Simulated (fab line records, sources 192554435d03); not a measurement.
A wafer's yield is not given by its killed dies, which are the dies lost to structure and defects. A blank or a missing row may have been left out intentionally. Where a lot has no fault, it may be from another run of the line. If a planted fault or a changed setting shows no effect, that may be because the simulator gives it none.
Chamber matching	flow n5-finfet	N5_GATE_CUT_CMP_23 on cmp-02 has 4 sister chambers
The step polishes, stops on SiO2, t overpolish 23.4 s, target thk 16 nm. 22 wafers are shown with their chamber, then 11 later ones without.

WAFERS PAIRED WITH THEIR CHAMBERS
wafer	chamber	motor-current-A (A)	overpolish-run-s (s)	time-to-endpoint-s (s)
L074.3	1	8.7	23.393	18.3
L074.4	3	8.1	23.399	17.2
L074.5	1	8.9	23.404	15.9
L079.3	0	9.7	23.411	19.3
L079.4	1	9.3	23.387	21.4
L079.6	2	10.1	23.395	20.3
L081.1	0	9.9	23.417	19.6
L081.5	1	8.9	23.395	21.3
L081.6	0	9.2	23.398	22.6
L082.2	2	9.4	23.400	20.9
L082.3	3	7.5	23.396	15.9
L082.6	1	9.4	23.392	19.3
L083.2	3	8.1	23.409	19.7
L083.5	2	9.4	23.400	24.1
L083.6	3	7.8	23.403	19.2
L084.1	1	9.4	23.412	21.4
L084.3	2	9.7	23.401	23.2
L084.4	3	8.1	23.399	22.4
L086.1	1	8.8	23.385	20.0
L086.3	3	8.9	23.402	19.9
L086.5	3	7.8	23.377	17.4
L087.1	1	9.3	23.403	23.7

SIGNATURES, as means of the wafers listed above
reading	chamber 0	chamber 1	chamber 2	chamber 3	scatter within a chamber
motor-current-A	9.600	9.088	9.650	8.043	0.36
overpolish-run-s	23.40867	23.39637	23.39900	23.39786	0.00887
time-to-endpoint-s	20.500	20.163	22.125	18.814	2.16
Rule: a wafer lies at a distance from a chamber equal to the root of the sum of squares, over the readings, of (its reading less the chamber's mean, divided by the reading's scatter). The wafer belongs to the nearest chamber; if the next one is less than 2 further off, it can't be placed. The scatter: the root of (the sum of the squares of (reading less its chamber's mean) over the shown wafers, divided by (wafers less chambers)).

WAFERS WITH NO CHAMBER GIVEN
wafer	motor-current-A (A)	overpolish-run-s (s)	time-to-endpoint-s (s)
L087.4	8.1	23.399	21.3
L087.5	9.8	23.393	21.4
L092.2	9.1	23.398	19.6
L092.3	8.0	23.408	18.4
L092.4	9.2	23.412	21.6
L093.1	9.8	23.396	20.0
L093.3	9.6	23.408	21.0
L093.6	9.6	23.399	21.8
L095.1	7.9	23.396	19.3
L095.3	9.5	23.398	21.8
L095.4	9.8	23.406	21.7

THE CHAMBER EACH PASSED THROUGH
wafer	from the rows above	in truth
L087.4	can't be placed: 3 or 1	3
L087.5	can't be placed: 2 or 0 or 1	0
L092.2	can't be placed: 1 or 0 or 2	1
L092.3	3	3
L092.4	can't be placed: 0 or 1 or 2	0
L093.1	can't be placed: 2 or 0 or 1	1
L093.3	can't be placed: 0 or 2 or 1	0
L093.6	can't be placed: 2 or 0 or 1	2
L095.1	3	3
L095.3	can't be placed: 2 or 0 or 1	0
L095.4	can't be placed: 0 or 2 or 1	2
Correct placement for 2 of the 11. From these rows, 9 cannot be placed; in 9 the true chamber is one of the candidates. Placed wrongly: 0.
